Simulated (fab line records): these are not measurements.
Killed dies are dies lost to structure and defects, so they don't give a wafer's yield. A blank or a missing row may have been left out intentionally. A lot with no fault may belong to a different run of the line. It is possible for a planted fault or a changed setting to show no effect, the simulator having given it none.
Code-filled problem report in 8D (eight disciplines) form ; flow n5 finfet ; the parts of the form that need people (team, actions taken, sign-off) are left out

1. WHAT IS WRONG
At N5_BEOL_M6_COAT_63, spin speed rpm averages 1413.2 rpm over 6 wafers from 2 lots, while fault-free wafers read 1499.9 rpm, standard deviation 0.86. So: -99 or more standard deviations from the usual mean.
The step: time 60 s, resist thk 60 nm.
Seen first at day 12 08:59 on litho track-01, wafer L815.2. The record has a number at this step for 36 wafers belonging to 12 lots. Rule for "out" (also "out of limits"): further than 4 standard deviations from the usual mean. The other wafers with a number count as sound.

2. WHAT IT IS; WHAT IT IS NOT
question;is;is not
which readings at this step;spin speed rpm;-
which lots;L814, L815;L804, L805, L808, L809, L810, L821, L822, L823, L824, L826
which wafers of those lots;all that have a number;-
read on which tools;litho track-01;litho track-02, litho track-03
when;from day 12 08:59;"up to then (15 sound wafers); but 15 sound wafers of L821, L822, L823, L824, L826 came after"

3. SUSPECTS, AND WHAT RULES EACH OUT
Counting: a tool at a process step up to the reading stays a suspect if it ran every lot that is out and no sound lot after the first of them.
- litho track-01 at N5_BEOL_M6_COAT_63 (time 60 s, resist thk 60 nm): kept. It ran every lot that is out, first L815 (day 12 08:59), and no sound lot after that; its last sound lot up to then is L809 (day 10 02:49). On those wafers its own readings are out: spin speed rpm.
The count leaves litho track-01 at N5_BEOL_M6_COAT_63.

4. THE CAUSE (what the simulator had put in)
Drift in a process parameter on litho track-01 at N5_BEOL_M6_COAT_63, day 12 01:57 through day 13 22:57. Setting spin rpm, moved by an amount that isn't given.
Counting left only this tool.

5. THE CHAIN OF EFFECTS, in route order
Each row: a reading where the mean over the struck wafers with a number is more than 3 standard deviations away from the usual. Readings are gone through only where the record gives a usual standard deviation; hours: the median, over the lots, of the time from a lot's start at the first step in this table giving one to that lot's start at this step; sigmas: the change measured in usual standard deviations.
hours;step;reading;usual;on struck wafers;change;sigmas
0;N5_BEOL_M6_COAT_63;spin speed rpm;1499.9 rpm;1413.2;-86.7;-99 or more
Process steps it contains:
- N5_BEOL_M6_COAT_63: time 60 s, resist thk 60 nm.

6. HOW IT WOULD HAVE BEEN CAUGHT EARLIER
The fault began at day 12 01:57; the first out-of-limits reading in this record came at day 12 08:59, 7 hours later.
